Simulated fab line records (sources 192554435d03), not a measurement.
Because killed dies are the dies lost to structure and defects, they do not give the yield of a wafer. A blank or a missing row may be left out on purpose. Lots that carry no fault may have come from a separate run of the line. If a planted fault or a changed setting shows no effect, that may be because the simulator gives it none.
Matching of chambers + flow n5 finfet + cvd co-02 running N5_BEOL_M3_PRE_CLEAN_60: 3 sister chambers
The step time 15 s. 6 wafers are shown with their chamber, then 12 later ones without.

## WAFERS WITH THEIR CHAMBER
| wafer  | chamber | heater power w (W) | rf fwd power W (W) |
|--------|---------|--------------------|--------------------|
| L091.1 | 2       | 74                 | 296.8              |
| L091.3 | 1       | 82                 | 296.6              |
| L091.6 | 0       | 98                 | 296.9              |
| L092.2 | 1       | 82                 | 298.1              |
| L092.4 | 2       | 77                 | 296.2              |
| L092.5 | 0       | 96                 | 296.6              |

## WAFERS WITH NO CHAMBER GIVEN
| wafer  | heater power w (W) | rf fwd power W (W) |
|--------|--------------------|--------------------|
| L093.2 | 76                 | 296.4              |
| L093.3 | 83                 | 296.6              |
| L093.5 | 77                 | 296.7              |
| L095.1 | 82                 | 296.6              |
| L095.3 | 101                | 297.0              |
| L095.6 | 78                 | 296.9              |
| L094.1 | 81                 | 297.1              |
| L094.4 | 83                 | 297.8              |
| L094.5 | 96                 | 298.4              |
| L097.1 | 77                 | 296.8              |
| L097.2 | 82                 | 296.3              |
| L097.3 | 99                 | 297.8              |

## WHICH CHAMBER EACH WENT THROUGH
| wafer  | from the rows above     | in truth |
|--------|-------------------------|----------|
| L093.2 | 2                       | 2        |
| L093.3 | 1                       | 1        |
| L093.5 | 2                       | 2        |
| L095.1 | 1                       | 1        |
| L095.3 | 0                       | 0        |
| L095.6 | can't be placed: 2 or 1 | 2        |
| L094.1 | 1                       | 1        |
| L094.4 | 1                       | 1        |
| L094.5 | 0                       | 0        |
| L097.1 | 2                       | 2        |
| L097.2 | 1                       | 1        |
| L097.3 | 0                       | 0        |
11 of 12 placed correctly. These rows do not allow placing 1 (true chamber among the candidates in 1). Wrongly placed: 0.
How it was worked out, from the rows above alone: a wafer's distance from a chamber is the root of the sum, over the readings, of the square of ((its reading less the chamber's mean) divided by the reading's scatter). The wafer belongs to the nearest chamber; if the next one is less than 2 further off, it can't be placed. Each chamber's mean is taken over the wafers shown for it. How the scatter is found: for the shown wafers, subtract from each reading the mean of its chamber, square and add these, divide the total by (wafers less chambers), then take the root.
